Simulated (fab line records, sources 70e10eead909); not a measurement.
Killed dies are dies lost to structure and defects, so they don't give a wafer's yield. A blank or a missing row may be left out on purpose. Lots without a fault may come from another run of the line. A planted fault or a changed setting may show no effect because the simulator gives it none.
Chamber matching | flow nand_harc | NHARC_A_WL_FILL_STRIP_29 on rie_diel-01: 4 sister chambers
The step strips in O2, time 20 s. 8 wafers are shown with their chamber, then 9 later ones without.

WAFERS WITH THEIR CHAMBER
wafer  | chamber | drypump_motor_current_A (A) | rf_vpp_V (V)
L080.4 | 1       | 5.0                         | 56.4
L085.4 | 3       | 6.1                         | 57.5
L084.2 | 2       | 5.7                         | 57.2
L084.3 | 0       | 5.3                         | 57.9
L084.6 | 3       | 6.1                         | 59.4
L087.1 | 0       | 5.4                         | 58.6
L087.5 | 1       | 5.0                         | 56.7
L087.6 | 2       | 5.7                         | 56.7

WAFERS WITHOUT THEIR CHAMBER
wafer  | drypump_motor_current_A (A) | rf_vpp_V (V)
L089.1 | 6.1                         | 58.0
L089.5 | 6.1                         | 58.0
L089.6 | 5.4                         | 58.8
L090.1 | 5.3                         | 58.7
L090.2 | 6.1                         | 59.2
L090.5 | 5.3                         | 58.5
L095.1 | 5.7                         | 56.3
L095.3 | 5.0                         | 56.9
L095.4 | 6.1                         | 57.5

WHICH CHAMBER EACH WENT THROUGH
wafer  | from the rows above | in truth
L089.1 | 3                   | 3
L089.5 | 3                   | 3
L089.6 | 0                   | 0
L090.1 | 0                   | 0
L090.2 | 3                   | 3
L090.5 | 0                   | 0
L095.1 | 2                   | 2
L095.3 | 1                   | 1
L095.4 | 3                   | 3
Placed correctly: 9 of 9. Can't be placed from these rows: 0. Placed wrongly: 0.
How it was worked out, from the rows above alone: a wafer's distance from a chamber is the root of the sum, over the readings, of the square of ((its reading less the chamber's mean) divided by the reading's scatter). The wafer belongs to the nearest chamber; if the next one is less than 2 further off, it can't be placed. A chamber's mean is the mean of its shown wafers. The scatter: the root of (the sum of the squares of (reading less its chamber's mean) over the shown wafers, divided by (wafers less chambers)).
